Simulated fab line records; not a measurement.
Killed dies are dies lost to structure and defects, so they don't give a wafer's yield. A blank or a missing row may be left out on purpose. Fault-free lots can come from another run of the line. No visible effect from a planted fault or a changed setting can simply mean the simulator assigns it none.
A lot that was struck, set against a sound lot ; flow n5Finfet ; 41 steps out of a route of 1938
Sound: wafers L898.1, L898.2, L898.6. Struck: wafers L905.1, L905.4 (left out: L905.5, a lot-mate that was not struck); the cause follows at the end.
Each step with rows lists, per side, the tool, then ch with its chambers, then its first start. Under that, the readings that differ: sound wafers ; struck wafers ; difference of the means ; sigmas: that difference in standard deviations of wafers without a fault.
alike: readings whose means differ by less than 2 such deviations, and words and numbers that are the same on both sides. not compared: withheld readings, readings that some wafer has no value for, bounds like >300 that may hide the same value, and numbers for which the record gives no deviation and whose values overlap.
Wherever a step has rows on one side only, a row that says differs or no value, or a row with sigmas, the two part there. Non-overlapping numbers with no deviation appear without sigmas and do not part them. A reading that every wafer of one side lacks parts them only if that side has two wafers or more.

first, 2 steps without rows for these wafers: N5_BEOL_M13_DEVELOP_27 (develop time 45 s); N5_BEOL_M13_HARDBAKE_32 (time 120 s).
N5_BEOL_M13_CD_MEAS_28: the cd target is 209.5 nm.
  sound on cdSem-03 ch 0, day 13 00:52; struck on cdSem-01 ch 0, day 14 00:30
  alike: cdNm
N5_BEOL_M13_OVL_MEAS_29:
  sound on overlay-02 ch 0, day 13 00:53; struck on overlay-02 ch 0, day 14 00:32
  alike: M13_OVL
N5_BEOL_M13_INSPECT_30: inspects for defects (macro).
  sound: defectInspect-01 at day 13 00:55; struck: defectInspect-02 at day 14 00:34
  alike: rawDefectCount
then, 2 steps without rows for these wafers: N5_BEOL_M13_DESCUM_33 (chemistry O2, time 7.9 s); N5_BEOL_M13_ETCH_67 (etches SiARC in CF4, target depth 143 nm, time 238.3 s).
N5_BEOL_M13_ETCH_68: etches SOC in N2/H2, time 355 s.
  sound on rieDiel-04 ch 0,1,3, day 13 01:17; struck on rieDiel-06 ch 2,3, day 14 01:10
  alike: drypumpMotorCurrentA, oesProductAu, rfVppV, showerheadPlenumPTorr, tempC, throttleValvePct
  not compared: rfHoursCounterH
then, 3 steps without rows for these wafers: N5_BEOL_M13_STRIP_69 (strips in N2/H2); N5_BEOL_M13_TRENCH_ETCH_34 (etches SiOC in C4F8/O2/Ar, target depth 413.47 nm, time 162.6 s); N5_BEOL_M13_STRIP_70 (strips in C4F8/O2/Ar).
N5_BEOL_M13_OCD_MEAS_35:
  sound: ocd-01 at day 13 01:41; struck: ocd-01 at day 14 01:34
  alike: trenchDepthNm
N5_BEOL_M13_STRIP_37: strips in N2/H2.
  sound on plasmaAsher-01 ch 0,1, day 13 01:46; struck on plasmaAsher-01 ch 0, day 14 01:36
  alike: drypumpMotorCurrentA, heaterPowerW, oesProductAu, tempC
  not compared: rfHoursCounterH
then, 6 steps without rows for these wafers: N5_BEOL_M13_ETCH_38 (etches SiCN in CF4/N2, target depth 67.5 nm, time 71.9 s); N5_BEOL_M13_PRECLEAN_39 (cleans in residue remover, time 60 s); N5_BEOL_M13_SRD_40 (time 30 s, dry time 30 s); N5_BEOL_M13_DEGAS_41 (time 60 s); N5_BEOL_M13_PRE_CLEAN_42 (time 30 s); N5_BEOL_M13_SPUTTER_43 (material TaN, target thk 15 nm, time 24.19 s).
N5_BEOL_M13_SPUTTER_44: material Ta, target thk 10 nm, time 16.13 s.
  sound: pvdSputter-03 at day 13 08:24; struck: pvdSputter-01 at day 14 03:31
  alike: throttleValvePct
N5_BEOL_M13_SPUTTER_45: material Cu, target thk 80 nm, time 13.33 s.
  sound: pvdSputter-03 at day 13 08:29; struck: pvdSputter-01 at day 14 03:36
  alike: throttleValvePct
then, 1 step without rows for these wafers: N5_BEOL_M13_ECD_47 (material Cu, target thk 936 nm).
N5_BEOL_M13_ANNEAL_48: time 90 s.
  sound on rtpAnneal-02 ch 0, day 13 09:45; struck on rtpAnneal-01 ch 0, day 14 04:22
  alike: wafer_temp_C_max
then, 1 step without rows for these wafers: N5_BEOL_M13_CMP_49 (polishes, stops on SiOC, t overpolish 17.1 s, target thk 420 nm).
N5_BEOL_M13_THK_MEAS_50: measures by xrf.
  sound: filmMetro-01 at day 13 10:20; struck: filmMetro-02 at day 14 04:58
  alike: M13_THK
then, 2 steps without rows for these wafers: N5_BEOL_M13_PRE_CLEAN_52 (time 15 s); N5_BEOL_M13_DEP_53 (deposits SiCN from 3MS/NH3, target thk 50 nm, time 17.8 s).
N5_BEOL_M13_RS_MEAS_54: the measuring method here is four-point-probe.
  sound: filmMetro-02 at day 13 10:28; struck: filmMetro-02 at day 14 05:05
  alike: M13_RS
N5_BEOL_M14_ILD_DEP_00: deposits SiO2 from TEOS/O2, target thk 1119.3 nm, time 237.4 s.
  sound on pecvd-01 ch 0,1,2, day 13 10:32; struck on pecvd-01 ch 0,2, day 14 05:09
  alike: heaterPowerW, showerheadPlenumPTorr, throttleValvePct
N5_BEOL_M14_THK_MEAS_01:
  sound: filmMetro-01 at day 13 10:43; struck: filmMetro-02 at day 14 05:20
  alike: M14_ILD_THK
then, 8 steps without rows for these wafers: N5_BEOL_M14_COAT_58 (time 60 s, resist thk 89 nm); N5_BEOL_M14_COAT_04 (resist thk 800 nm); N5_BEOL_M14_EBR_06; N5_BEOL_M14_SOFTBAKE_05 (time 60 s); N5_BEOL_M14_EXPOSE_07 (exposes mask V13); N5_BEOL_M14_PEB_08 (peb time 90 s); N5_BEOL_M14_DEVELOP_09 (develop time 45 s); N5_BEOL_M14_HARDBAKE_14 (time 120 s).
N5_BEOL_M14_CD_MEAS_10: the cd target is 250 nm.
  sound on cdSem-01 ch 0, day 13 11:10; struck on cdSem-02 ch 0, day 14 05:46
  alike: cdNm
N5_BEOL_M14_OVL_MEAS_11:
  sound on overlay-01 ch 0, day 13 11:11; struck on overlay-01 ch 0, day 14 05:48
  alike: V13_OVL
N5_PASSIVATION_PROBE_49:
  sound: prober-01 at day 14 10:30; struck: prober-01 at day 15 06:24
reading;sound;struck;difference;sigmas
defectLimitedYield (%);91.8 91.9 90.4;85.8 83.6;-6.7;-4
killed_at_M4_up;18 6 16;102 107;+91;+17
killedAtFrontEnd;32 47 58;12 35;-22;-2
killedAtOther;2 2 3;11 6;+6;+2
killedDies;97 96 113;168 193;+78;+4
sort_bin_5_function (%);4.4 4.4 5.5;8.8 9.7;+4.5;+5
sort_bin_6_memory (%);3.1 3.2 3.3;4.2 5.1;+1.5;+2
sortNPass;1083 1084 1067;1012 987;-78;-4
  alike: killed_at_M0_to_M3, killedAtContacts, killedOpen, killedShort, sort_bin_8_speed

== WHERE THEY PART ==
At N5_PASSIVATION_PROBE_49 and nowhere else, as far as this record goes.

WHY: whatever the simulator had introduced
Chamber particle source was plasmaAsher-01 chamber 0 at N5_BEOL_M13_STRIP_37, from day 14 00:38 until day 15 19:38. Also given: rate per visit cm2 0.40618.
